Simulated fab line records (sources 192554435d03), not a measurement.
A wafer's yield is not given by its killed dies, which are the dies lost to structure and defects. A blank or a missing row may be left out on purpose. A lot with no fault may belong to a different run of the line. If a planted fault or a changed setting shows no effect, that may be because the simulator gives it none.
The tool behind it: which one? | flow n5 finfet | 24 lots, 72 wafers sampled, at 6 steps of a route of 1938

== WHAT THE GAUGES READ, wafer by wafer ==
N5_BEOL_M13_INSPECT_12: inspects for defects (macro).
lot  | measured     | on                | raw defect count
L074 | day 12 13:43 | defect inspect-01 | 1 2 2
L075 | day 12 14:39 | defect inspect-02 | 2 0 2
L076 | day 12 18:05 | defect inspect-02 | 2 5 5
L079 | day 12 18:22 | defect inspect-01 | 2 1 2
L082 | day 13 04:28 | defect inspect-01 | 1 4 2
L081 | day 13 06:27 | defect inspect-02 | 5 3 1
L077 | day 13 07:18 | defect inspect-01 | 3 3 0
L080 | day 13 10:46 | defect inspect-01 | 4 2 2
L078 | day 14 07:03 | defect inspect-02 | 3 1 4
L084 | day 14 13:36 | defect inspect-01 | 1 2 1
L083 | day 14 16:05 | defect inspect-02 | 2 4 0
L086 | day 14 16:07 | defect inspect-02 | 3 1 1
L085 | day 14 16:17 | defect inspect-01 | 0 3 7
L089 | day 15 13:35 | defect inspect-01 | 1 5 1
L088 | day 15 14:58 | defect inspect-02 | 2 0 1
L087 | day 15 16:29 | defect inspect-02 | 2 1 2
L090 | day 15 22:01 | defect inspect-01 | 2 3 1
L091 | day 16 08:47 | defect inspect-01 | 1 1 4
L092 | day 16 12:33 | defect inspect-01 | 2 1 1
L094 | day 16 12:53 | defect inspect-02 | 2 1 1
L093 | day 16 16:14 | defect inspect-01 | 1 2 0
L095 | day 17 06:41 | defect inspect-02 | 2 1 1
L096 | day 17 13:56 | defect inspect-02 | 6 2 1
L097 | day 17 18:25 | defect inspect-02 | 2 1 4

N5_BEOL_M14_CD_MEAS_10: the cd target is 250 nm.
lot  | measured     | on        | cd nm (nm)
L074 | day 12 19:46 | cd sem-01 | 253.0 251.7 248.8
L075 | day 12 21:14 | cd sem-03 | 252.6 250.5 250.6
L076 | day 12 22:46 | cd sem-03 | 250.6 251.9 252.9
L079 | day 12 23:14 | cd sem-03 | 253.3 251.7 248.2
L082 | day 13 13:32 | cd sem-01 | 250.5 249.6 251.0
L081 | day 13 14:21 | cd sem-03 | 251.0 250.6 252.9
L077 | day 13 15:02 | cd sem-01 | 251.7 249.7 249.0
L080 | day 14 00:40 | cd sem-01 | 251.3 250.8 248.5
L078 | day 14 12:53 | cd sem-01 | 252.5 249.3 251.3
L084 | day 14 19:03 | cd sem-01 | 252.3 251.7 250.2
L083 | day 14 22:30 | cd sem-01 | 253.1 250.3 251.1
L086 | day 15 02:55 | cd sem-02 | 254.5 251.1 251.2
L085 | day 15 05:52 | cd sem-03 | 247.8 247.8 249.6
L089 | day 15 23:04 | cd sem-03 | 247.0 249.4 250.3
L088 | day 15 23:26 | cd sem-02 | 249.5 248.1 249.6
L087 | day 16 00:52 | cd sem-01 | 252.0 252.7 254.4
L090 | day 16 02:31 | cd sem-02 | 255.5 252.6 249.3
L091 | day 16 14:44 | cd sem-03 | 250.1 250.3 252.4
L092 | day 16 20:35 | cd sem-01 | 246.6 248.2 250.2
L094 | day 16 21:07 | cd sem-03 | 253.2 252.4 249.0
L093 | day 16 22:35 | cd sem-03 | 253.5 250.2 252.0
L095 | day 17 12:20 | cd sem-03 | 248.4 248.7 252.1
L096 | day 17 20:13 | cd sem-03 | 248.6 251.2 249.2
L097 | day 18 00:08 | cd sem-03 | 251.6 252.7 251.6

N5_BEOL_M14_OVL_MEAS_11.
lot  | measured     | on         | V13_OVL (nm)
L074 | day 12 19:48 | overlay-01 | 4 5 8
L075 | day 12 21:16 | overlay-02 | -10 -9 0
L076 | day 12 22:48 | overlay-01 | -3 -6 -3
L079 | day 12 23:17 | overlay-01 | -2 -6 -4
L082 | day 13 13:34 | overlay-01 | 12 -4 11
L081 | day 13 14:23 | overlay-01 | 0 -2 7
L077 | day 13 15:04 | overlay-01 | -6 -1 -7
L080 | day 14 00:42 | overlay-02 | -7 -5 -6
L078 | day 14 12:55 | overlay-01 | 9 7 4
L084 | day 14 19:05 | overlay-01 | 0 -6 0
L083 | day 14 22:31 | overlay-02 | 8 13 3
L086 | day 15 02:57 | overlay-02 | 19 9 14
L085 | day 15 05:54 | overlay-02 | -1 1 -4
L089 | day 15 23:05 | overlay-02 | -9 -7 -9
L088 | day 15 23:28 | overlay-02 | 2 -3 2
L087 | day 16 00:53 | overlay-01 | -4 -1 5
L090 | day 16 02:32 | overlay-01 | -6 -3 -4
L091 | day 16 14:46 | overlay-02 | -2 3 -1
L092 | day 16 20:37 | overlay-02 | -3 -8 4
L094 | day 16 21:08 | overlay-01 | 3 6 10
L093 | day 16 22:36 | overlay-01 | 0 10 6
L095 | day 17 12:22 | overlay-01 | -2 -7 -2
L096 | day 17 20:15 | overlay-02 | 8 8 16
L097 | day 18 00:10 | overlay-02 | -6 -6 -8

== TOOL THAT RAN EACH LOT (tool first, then ch and the chambers of the sampled wafers, then the start) ==
lot  | N5_BEOL_M11_SPUTTER_48       | N5_BEOL_M12_ANNEAL_48            | N5_BEOL_M13_SPUTTER_44
L074 | pvd sputter-01, day 12 05:15 | rtp anneal-02 ch 0, day 12 12:22 | pvd sputter-02, day 12 18:08
L075 | pvd sputter-02, day 12 07:37 | rtp anneal-02 ch 0, day 12 13:11 | pvd sputter-01, day 12 18:44
L076 | pvd sputter-03, day 12 10:12 | rtp anneal-02 ch 0, day 12 16:40 | pvd sputter-03, day 12 21:07
L079 | pvd sputter-03, day 12 10:17 | rtp anneal-01 ch 0, day 12 16:56 | pvd sputter-03, day 12 21:36
L082 | pvd sputter-03, day 12 16:19 | rtp anneal-01 ch 0, day 13 03:02 | pvd sputter-02, day 13 11:44
L081 | pvd sputter-02, day 12 17:53 | rtp anneal-01 ch 0, day 13 05:09 | pvd sputter-02, day 13 12:20
L077 | pvd sputter-01, day 12 18:20 | rtp anneal-01 ch 0, day 13 05:59 | pvd sputter-01, day 13 12:43
L080 | pvd sputter-01, day 12 19:49 | rtp anneal-01 ch 0, day 13 09:28 | pvd sputter-03, day 13 22:50
L078 | pvd sputter-03, day 13 22:25 | rtp anneal-02 ch 0, day 14 05:38 | pvd sputter-01, day 14 11:14
L084 | pvd sputter-02, day 14 05:27 | rtp anneal-02 ch 0, day 14 12:14 | pvd sputter-02, day 14 17:24
L083 | pvd sputter-01, day 14 06:21 | rtp anneal-02 ch 0, day 14 14:46 | pvd sputter-01, day 14 20:51
L086 | pvd sputter-01, day 14 07:04 | rtp anneal-01 ch 0, day 14 14:46 | pvd sputter-03, day 15 01:17
L085 | pvd sputter-03, day 14 07:29 | rtp anneal-01 ch 0, day 14 15:02 | pvd sputter-01, day 15 03:55
L089 | pvd sputter-02, day 15 04:45 | rtp anneal-02 ch 0, day 15 12:16 | pvd sputter-03, day 15 20:26
L088 | pvd sputter-02, day 15 07:17 | rtp anneal-01 ch 0, day 15 13:33 | pvd sputter-01, day 15 20:30
L087 | pvd sputter-02, day 15 07:51 | rtp anneal-01 ch 0, day 15 15:05 | pvd sputter-03, day 15 23:02
L090 | pvd sputter-03, day 15 14:29 | rtp anneal-01 ch 0, day 15 20:44 | pvd sputter-03, day 16 00:46
L091 | pvd sputter-03, day 16 00:25 | rtp anneal-02 ch 0, day 16 07:22 | pvd sputter-01, day 16 13:05
L092 | pvd sputter-02, day 16 02:26 | rtp anneal-02 ch 0, day 16 11:10 | pvd sputter-02, day 16 18:48
L094 | pvd sputter-03, day 16 07:02 | rtp anneal-02 ch 0, day 16 11:35 | pvd sputter-03, day 16 19:08
L093 | pvd sputter-02, day 16 07:16 | rtp anneal-01 ch 0, day 16 14:59 | pvd sputter-01, day 16 20:56
L095 | pvd sputter-03, day 16 21:11 | rtp anneal-01 ch 0, day 17 05:28 | pvd sputter-02, day 17 10:40
L096 | pvd sputter-02, day 17 07:27 | rtp anneal-01 ch 0, day 17 12:39 | pvd sputter-03, day 17 18:35
L097 | pvd sputter-03, day 17 07:35 | rtp anneal-02 ch 0, day 17 17:01 | pvd sputter-03, day 17 22:19
- N5_BEOL_M11_SPUTTER_48: material Cu, target thk 12 nm, time 2 s.
- N5_BEOL_M12_ANNEAL_48: time 90 s.
- N5_BEOL_M13_SPUTTER_44: material Ta, target thk 10 nm, time 16.13 s.

== AS READ BY THE TOOLS THEMSELVES (means over the sampled wafers that have a number; for cases with no such wafer, the mark the record gives instead) ==
N5_BEOL_M11_SPUTTER_48.
lot  | tool           | chuck sensor temp C (C) | throttle valve pct (%)
L074 | pvd sputter-01 | -15.9                   | 29.9
L075 | pvd sputter-02 | -15.8                   | 29.6
L076 | pvd sputter-03 | -15.6                   | 30.4
L079 | pvd sputter-03 | -15.7                   | 30.4
L082 | pvd sputter-03 | -15.9                   | 31.5
L081 | pvd sputter-02 | -15.8                   | 29.8
L077 | pvd sputter-01 | -16.0                   | 29.7
L080 | pvd sputter-01 | -15.9                   | 29.6
L078 | pvd sputter-03 | -15.9                   | 29.9
L084 | pvd sputter-02 | -15.7                   | 29.7
L083 | pvd sputter-01 | -15.7                   | 30.1
L086 | pvd sputter-01 | -15.9                   | 29.8
L085 | pvd sputter-03 | -15.8                   | 30.1
L089 | pvd sputter-02 | -15.8                   | 30.7
L088 | pvd sputter-02 | -15.8                   | 30.2
L087 | pvd sputter-02 | -15.8                   | 29.8
L090 | pvd sputter-03 | -15.7                   | 29.0
L091 | pvd sputter-03 | -15.7                   | 30.1
L092 | pvd sputter-02 | -15.7                   | 29.8
L094 | pvd sputter-03 | -15.7                   | 28.9
L093 | pvd sputter-02 | -15.8                   | 30.3
L095 | pvd sputter-03 | -16.0                   | 31.1
L096 | pvd sputter-02 | -15.7                   | 30.0
L097 | pvd sputter-03 | -15.7                   | 28.9

N5_BEOL_M12_ANNEAL_48.
lot  | tool          | wafer_temp_C_max
L074 | rtp anneal-02 | 226.2
L075 | rtp anneal-02 | 226.4
L076 | rtp anneal-02 | 226.0
L079 | rtp anneal-01 | 227.2
L082 | rtp anneal-01 | 226.5
L081 | rtp anneal-01 | 226.7
L077 | rtp anneal-01 | 226.8
L080 | rtp anneal-01 | 226.9
L078 | rtp anneal-02 | 225.9
L084 | rtp anneal-02 | 225.9
L083 | rtp anneal-02 | 226.1
L086 | rtp anneal-01 | 226.7
L085 | rtp anneal-01 | 226.6
L089 | rtp anneal-02 | 226.0
L088 | rtp anneal-01 | 226.7
L087 | rtp anneal-01 | 226.8
L090 | rtp anneal-01 | 227.0
L091 | rtp anneal-02 | 226.0
L092 | rtp anneal-02 | 226.0
L094 | rtp anneal-02 | 225.9
L093 | rtp anneal-01 | 227.0
L095 | rtp anneal-01 | 226.8
L096 | rtp anneal-01 | 227.0
L097 | rtp anneal-02 | 226.3

N5_BEOL_M13_SPUTTER_44.
lot  | tool           | throttle valve pct (%)
L074 | pvd sputter-02 | 30.6
L075 | pvd sputter-01 | 30.3
L076 | pvd sputter-03 | 30.1
L079 | pvd sputter-03 | 28.9
L082 | pvd sputter-02 | 30.4
L081 | pvd sputter-02 | 30.1
L077 | pvd sputter-01 | 29.9
L080 | pvd sputter-03 | 29.0
L078 | pvd sputter-01 | 29.7
L084 | pvd sputter-02 | 30.4
L083 | pvd sputter-01 | 30.9
L086 | pvd sputter-03 | 29.0
L085 | pvd sputter-01 | 30.3
L089 | pvd sputter-03 | 30.3
L088 | pvd sputter-01 | 30.1
L087 | pvd sputter-03 | 31.5
L090 | pvd sputter-03 | 28.1
L091 | pvd sputter-01 | 30.2
L092 | pvd sputter-02 | 30.3
L094 | pvd sputter-03 | 29.0
L093 | pvd sputter-01 | 29.0
L095 | pvd sputter-02 | 30.3
L096 | pvd sputter-03 | 29.9
L097 | pvd sputter-03 | 30.9

== THE ANSWER, worked out from the rows above alone ==
Rule: the usual values come from the lots themselves. The widest of any qualifying gaps counts: lots, ordered by their means at a reading, are off when they make up no more than a third of the lots, leave a main group of 4 or more, and stand apart from it by 3 or more times the standard deviation of that group's means. Not used: any main group whose means are identical at the precision the tables above print for the reading. Also off: a lot with no number at a reading for which 4 or more lots have one. Any other lot the step has rows for is counted as sound. Order of review: gauges by route order, followed by the tools' own readings, for which a lot's mean as printed above is used. At the first step where some lot is off, the reading lying furthest off is the one used; lots without a number count as furthest.
No lot is off at any reading shown: from this, nothing can be told.

== WHAT HAD BEEN PUT IN BY THE SIMULATOR ==
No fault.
